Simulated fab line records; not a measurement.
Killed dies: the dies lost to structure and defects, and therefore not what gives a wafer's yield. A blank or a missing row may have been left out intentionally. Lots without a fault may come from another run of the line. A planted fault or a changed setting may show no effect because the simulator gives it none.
3 desks, one fault / flow n5 finfet / what lay behind the numbers comes last; until then each desk has only its own

== THE DEFECT DESK ==
Lot by lot, what the route's inspections counted, given as the mean of those sampled wafers with a number. A lot is out of limits, marked OUT, if its mean lies more than 4 standard deviations from the usual mean; the brackets give that distance.
Columns: A = raw defect count at N5_MOL_CONTACT_COAG_INSPECT_97, usual 44
lot=L791; first seen here=day 5 07:17; A=37
lot=L793; first seen here=day 5 19:51; A=102
lot=L795; first seen here=day 6 08:05; A=42
lot=L797; first seen here=day 6 22:26; A=37
lot=L800; first seen here=day 7 11:34; A=34
lot=L801; first seen here=day 8 03:37; A=31
lot=L810; first seen here=day 10 22:48; A=21
lot=L808; first seen here=day 11 01:53; A=28
lot=L812; first seen here=day 11 04:53; A=44
lot=L813; first seen here=day 11 07:52; A=43
This desk found nothing out of limits on any of the 10 lots.

== AT THE METROLOGY DESK ==
What the gauges read, lot by lot, whatever tool the lot ran on: means of the sampled wafers that have a number. A lot is out of limits, marked OUT, if its mean lies more than 4 standard deviations from the usual mean; the brackets give that distance. Of its 10 readings 7 are shown: those that lie furthest out on some lot.
Columns: A = DIBL_N at N5_BEOL_M4_RC_MEAS_101, usual 37.2 mV/V; B = DIBL_P at N5_BEOL_M4_RC_MEAS_101, usual 37.3 mV/V; C = IOFF_P at N5_BEOL_M4_RC_MEAS_101, usual 0.24 nA/um; D = ION_N at N5_BEOL_M4_RC_MEAS_101, usual 680 uA/um; E = SS_N at N5_BEOL_M4_RC_MEAS_101, usual 71.8 mV/dec; F = SS_P at N5_BEOL_M4_RC_MEAS_101, usual 73.5 mV/dec; G = VT_P at N5_BEOL_M4_RC_MEAS_101, usual -248 mV
lot=L791; first seen here=day 8 08:06; A=37.0; B=37.0; C=0.22; D=674; E=71.4; F=73.1; G=-249
lot=L793; first seen here=day 8 14:06; A=38.1; B=38.3; C=0.24; D=692; E=72.3; F=73.4; G=-249
lot=L795; first seen here=day 9 10:15; A=36.9; B=34.5; C=0.18; D=662; E=71.6; F=72.7; G=-253
lot=L797; first seen here=day 9 18:03; A=35.2; B=35.0; C=0.21; D=672; E=71.3; F=73.1; G=-249
lot=L800; first seen here=day 10 12:20; A=34.9; B=35.6; C=0.25; D=681; E=71.6; F=73.6; G=-243
lot=L801; first seen here=day 10 16:29; A=36.6; B=36.5; C=0.25; D=672; E=71.5; F=73.2; G=-245
lot=L808; first seen here=day 13 17:26; A=39.5; B=40.5; C=0.30; D=680; E=73.0; F=74.2; G=-245
lot=L810; first seen here=day 13 20:22; A=38.3; B=37.5; C=0.22; D=673; E=71.8; F=74.0; G=-254
lot=L813; first seen here=day 14 20:22; A=34.0; B=35.7; C=0.21; D=670; E=71.0; F=72.5; G=-250
lot=L812; first seen here=day 14 21:18; A=36.7; B=37.6; C=0.22; D=683; E=71.9; F=74.1; G=-250
This desk found nothing out of limits on any of the 10 lots.

== DESK OF THE TOOL OWNER: litho track-03 ==
The tool's own readings at N5_BEOL_M0_SAQP_COAT_81 (time 60 s, resist thk 100 nm): means of the sampled wafers that have a number, for each lot that ran on this tool. A lot is out of limits, marked OUT, if its mean lies more than 4 standard deviations from the usual mean; the brackets give that distance.
Columns: A = spin speed rpm at N5_BEOL_M0_SAQP_COAT_81, usual 1499.9 rpm
lot=L791; first seen here=day 5 09:42; A=1500.8
lot=L793; first seen here=day 5 22:09; A=1499.6
lot=L797; first seen here=day 7 00:15; A=1499.5
lot=L800; first seen here=day 7 12:52; A=1610.0 (+99 or more) OUT
lot=L801; first seen here=day 8 04:43; A=1609.9 (+99 or more) OUT
lot=L810; first seen here=day 10 23:59; A=1500.1
lot=L808; first seen here=day 11 03:38; A=1498.5
lot=L812; first seen here=day 11 07:17; A=1499.2
This desk's verdict: out of limits on L800, L801, starting with L800 at day 7 12:52 (spin speed rpm at N5_BEOL_M0_SAQP_COAT_81). L791, L793, L797, L810, L808, L812 stayed within limits.

== TAKEN TOGETHER ==
An alarm could have come from the tool owner's desk at day 7 12:52, on L800, L801.
The defect desk saw nothing out of limits.
From the metrology desk's view, nothing was out of limits.
The defect desk has L800, L801 on record, within its limits.
The metrology desk holds a record of L800, L801, inside its limits.
All the named lots went through N5_BEOL_M0_SAQP_COAT_81 on litho track-03.

== WHAT THE SIMULATOR HAD PUT IN ==
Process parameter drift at N5_BEOL_M0_SAQP_COAT_81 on litho track-03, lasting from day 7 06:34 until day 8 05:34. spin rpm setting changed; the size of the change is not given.
Struck lots among those shown: L800, L801.
How many hours passed from the start of the fault until each desk's first out-of-limits reading: the tool owner's desk, 6.
